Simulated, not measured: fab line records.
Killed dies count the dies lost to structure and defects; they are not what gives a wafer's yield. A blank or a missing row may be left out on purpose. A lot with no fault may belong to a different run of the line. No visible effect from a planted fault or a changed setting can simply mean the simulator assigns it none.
Which tool did it? | flow n5_finfet | 34 wafers from 12 lots sampled at 4 of the route's 1938 steps

WHAT EACH GAUGE READ, for each wafer
N5_BEOL_M7_CD_MEAS_18: pitch 80 nm, target cd 40 nm. Usual: 40.1 nm for cd_nm, sd 0.56.
lot  | measured     | on        | cd_nm (nm)     | flag
L986 | day 9 00:02  | cd_sem-01 | 40.5 40.9 40.6 |
L987 | day 9 16:38  | cd_sem-02 | 40.0 40.0 40.3 |
L989 | day 9 19:02  | cd_sem-01 | 39.4 39.9 39.6 |
L988 | day 9 21:25  | cd_sem-01 | 40.7 39.9 40.0 |
L991 | day 10 12:05 | cd_sem-01 | 38.9 39.7 39.4 |
L992 | day 10 12:06 | cd_sem-03 | 40.3 40.5 40.2 |
L994 | day 10 23:52 | cd_sem-01 | 39.3 40.2 39.3 |
L996 | day 11 09:08 | cd_sem-03 | 40.4 40.1 40.4 |
L997 | day 12 03:59 | cd_sem-02 | 39.7 39.6      |
L999 | day 12 20:57 | cd_sem-03 | 38.5 39.7 38.8 |
L101 | day 13 02:04 | cd_sem-01 | 39.0 39.6      |
L106 | day 14 18:56 | cd_sem-02 | 40.5 40.4 40.5 |

N5_BEOL_M7_CD_MEAS_28: the cd target is 40 nm. Usual: 39.91 nm for cd_nm, sd 0.22.
lot  | measured     | on        | cd_nm (nm)        | flag
L986 | day 9 00:25  | cd_sem-03 | 39.81 40.24 40.26 |
L987 | day 9 17:04  | cd_sem-01 | 40.02 39.89 40.07 |
L989 | day 9 19:20  | cd_sem-03 | 39.95 39.79 39.77 |
L988 | day 9 23:26  | cd_sem-02 | 39.78 39.89 39.77 |
L991 | day 10 13:20 | cd_sem-02 | 40.02 39.84 39.95 |
L992 | day 10 13:31 | cd_sem-02 | 40.05 39.82 39.97 |
L994 | day 11 01:13 | cd_sem-01 | 40.22 39.77 40.11 |
L996 | day 11 10:08 | cd_sem-02 | 40.01 39.70 39.81 |
L997 | day 12 08:07 | cd_sem-01 | 39.87 39.74       |
L999 | day 12 22:34 | cd_sem-01 | 40.00 40.13 40.04 |
L101 | day 13 03:08 | cd_sem-02 | 39.98 40.07       |
L106 | day 14 19:51 | cd_sem-02 | 39.74 40.06 40.19 |

N5_BEOL_M7_OCD_MEAS_38. Usual: 93.6 nm for trench_depth_nm, sd 1.6.
lot  | measured     | on     | trench_depth_nm (nm) | flag
L986 | day 9 00:58  | ocd-01 | 95.8 95.0 96.1       |
L987 | day 9 17:37  | ocd-02 | 92.3 89.7 90.9       |
L989 | day 9 19:53  | ocd-02 | 94.2 92.4 94.4       |
L988 | day 10 00:14 | ocd-02 | 92.8 92.0 94.7       |
L991 | day 10 14:25 | ocd-01 | 94.6 92.3 94.3       |
L992 | day 10 14:28 | ocd-01 | 95.2 93.3 92.8       |
L994 | day 11 02:04 | ocd-02 | 94.7 92.5 93.5       |
L996 | day 11 10:41 | ocd-01 | 92.9 92.5 92.6       |
L997 | day 12 08:53 | ocd-01 | 91.2 94.9            |
L999 | day 12 23:29 | ocd-02 | 91.4 92.6 94.1       |
L101 | day 13 03:41 | ocd-02 | 92.7 91.9            |
L106 | day 14 20:41 | ocd-02 | 93.5 93.1 91.8       |

WHICH TOOL RAN EACH LOT (tool, then ch and the chambers of the sampled wafers, then the start)
lot  | N5_BEOL_M7_ETCH_65
L986 | rie_diel-05 ch 1,3, day 9 00:35
L987 | rie_diel-03 ch 0,2, day 9 17:14
L989 | rie_diel-05 ch 0,2,3, day 9 19:31
L988 | rie_diel-05 ch 0,2,3, day 9 23:51
L991 | rie_diel-05 ch 0,1,3, day 10 14:02
L992 | rie_diel-04 ch 0,2,3, day 10 14:05
L994 | rie_diel-05 ch 0,1,2, day 11 01:41
L996 | rie_diel-04 ch 2,3, day 11 10:18
L997 | rie_diel-03 ch 2,3, day 12 08:30
L999 | rie_diel-05 ch 0,2, day 12 23:06
L101 | rie_diel-05 ch 1,2, day 13 03:18
L106 | rie_diel-05 ch 0,1,2, day 14 20:19
- N5_BEOL_M7_ETCH_65: etches SiARC in CF4, target depth 15.6 nm, time 26 s.

AS READ BY THE TOOLS THEMSELVES (means over the sampled wafers that have a number; for cases with no such wafer, the mark the record gives instead)
N5_BEOL_M7_ETCH_65. Usual: drypump_motor_current_A 5.6 A, standard deviation 0.39; etch_rf_on_time_s 26.0 s, standard deviation 0.53; oes_product_au 0.68 a.u., standard deviation 0.069; rf_vpp_V 183.8 V, standard deviation 1.2; showerhead_plenum_p_Torr 2.12 Torr, standard deviation 0.073; throttle_valve_pct 15.52 %, standard deviation 0.25.
lot  | tool        | drypump_motor_current_A (A) | etch_rf_on_time_s (s) | oes_product_au (a.u.) | rf_vpp_V (V) | showerhead_plenum_p_Torr (Torr) | throttle_valve_pct (%) | flag
L986 | rie_diel-05 | 5.4                         | 25.7                  | 0.67                  | 184.0        | 2.11                            | 15.54                  |
L987 | rie_diel-03 | 5.9                         | 26.9                  | 0.60                  | 184.7        | 2.16                            | 15.91                  |
L989 | rie_diel-05 | 5.8                         | 26.3                  | 0.70                  | 183.8        | 2.13                            | 15.51                  |
L988 | rie_diel-05 | 5.8                         | 25.9                  | 0.69                  | 183.3        | 2.13                            | 15.51                  |
L991 | rie_diel-05 | 5.7                         | 25.9                  | 0.69                  | 183.7        | 2.09                            | 15.40                  |
L992 | rie_diel-04 | 5.6                         | 25.7                  | 0.69                  | 184.5        | 2.13                            | 15.48                  |
L994 | rie_diel-05 | 5.8                         | 26.0                  | 0.67                  | 183.0        | 2.09                            | 15.42                  |
L996 | rie_diel-04 | 5.2                         | 25.5                  | 0.68                  | 184.3        | 2.19                            | 15.31                  |
L997 | rie_diel-03 | 5.8                         | 26.5                  | 0.66                  | 183.6        | 2.10                            | 15.61                  |
L999 | rie_diel-05 | 6.0                         | 26.1                  | 0.70                  | 183.8        | 2.10                            | 15.39                  |
L101 | rie_diel-05 | 5.7                         | 22.0                  | 0.70                  | 182.8        | 2.08                            | 15.61                  | OFF
L106 | rie_diel-05 | 5.8                         | 23.4                  | 0.70                  | 182.8        | 2.08                            | 15.51                  | OFF

THE ANSWER, worked out from the rows above alone
Rule: take the mean of a lot's wafers that have a number; if it is more than 3 standard deviations from the usual mean, the lot is off. Also off: a lot with no number at a reading for which 4 or more lots have one. Any other lot the step has rows for is counted as sound. First the gauges in route order, then the tools' own readings, where a lot's mean is used as printed above. At the first step where some lot is off, the reading lying furthest off is the one used; lots without a number count as furthest.
Off, at N5_BEOL_M7_ETCH_65 on etch_rf_on_time_s: L101, L106.
A tool fits if, at that step or a process step before it, it ran every lot that is off, and no sound lot after the first of them. One candidate fits, namely rie_diel-05 at N5_BEOL_M7_ETCH_65. Its last sound lot is L999 (day 12 23:06), its first lot that is off L101 (day 13 03:18): a fault that began between those two fits.
The tool's own readings at N5_BEOL_M7_ETCH_65 bear it out: on the lots that are off they differ by more than 5 times the standard deviation of the sound lots' means. etch_rf_on_time_s reads 22.7 s there against 26.1 s on the sound lots.

WHAT HAD BEEN PUT IN BY THE SIMULATOR
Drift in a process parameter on rie_diel-05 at N5_BEOL_M7_ETCH_65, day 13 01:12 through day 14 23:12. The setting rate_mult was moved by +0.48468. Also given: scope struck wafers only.
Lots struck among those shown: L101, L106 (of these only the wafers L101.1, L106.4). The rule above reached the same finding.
